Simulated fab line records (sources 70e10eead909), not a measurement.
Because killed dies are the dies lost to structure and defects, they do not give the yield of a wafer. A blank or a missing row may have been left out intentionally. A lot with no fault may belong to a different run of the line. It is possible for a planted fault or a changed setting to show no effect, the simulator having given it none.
Chamber matching ; flow nand_harc ; NHARC_A_DECK1_JOINT_ETCHBACK_00 on rie_si-06 has 4 sister chambers
The step etches the open film in HBr, target depth 30 nm, time 17.4 s. 8 wafers are shown with their chamber, then 11 later ones without.

EACH WAFER AND ITS CHAMBER
wafer;chamber;drypump_motor_current_A (A);oes_product_au (a.u.)
L079.5;2;6.0;1.003
L081.2;2;6.0;0.998
L084.1;0;5.8;0.993
L084.2;1;6.1;0.999
L085.2;1;6.1;1.007
L085.4;3;5.8;1.003
L085.5;3;5.7;1.000
L090.3;0;5.7;1.000

WAFERS WITH NO CHAMBER GIVEN
wafer;drypump_motor_current_A (A);oes_product_au (a.u.)
L090.4;6.0;1.000
L090.5;5.7;1.000
L093.1;6.1;1.019
L093.4;6.0;0.995
L093.5;6.1;1.014
L095.2;6.2;1.012
L095.3;5.7;1.004
L095.6;6.1;1.007
L097.1;5.8;0.999
L097.2;5.8;0.989
L097.4;6.0;1.000

WHICH CHAMBER EACH WENT THROUGH
wafer;from the rows above;in truth
L090.4;2;2
L090.5;can't be placed: 3 or 0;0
L093.1;can't be placed: 1 or 2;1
L093.4;can't be placed: 2 or 1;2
L093.5;can't be placed: 1 or 2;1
L095.2;can't be placed: 1 or 2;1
L095.3;can't be placed: 3 or 0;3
L095.6;can't be placed: 1 or 2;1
L097.1;can't be placed: 0 or 3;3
L097.2;can't be placed: 0 or 3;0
L097.4;2;2
Placed correctly: 2 of 11. Unplaceable from these rows: 9, with the true chamber sitting among the candidates in 9. Placed wrongly: 0.
How it was worked out, from the rows above alone: a wafer's distance from a chamber is the root of the sum, over the readings, of the square of ((its reading less the chamber's mean) divided by the reading's scatter). If the next closest chamber is less than 2 further off than the closest, the wafer can't be placed; otherwise it belongs to the closest. A chamber's mean is the mean of its shown wafers. The scatter: take each reading less its chamber's mean, square it, sum over the shown wafers, divide by the number of wafers less the number of chambers, and take the root.
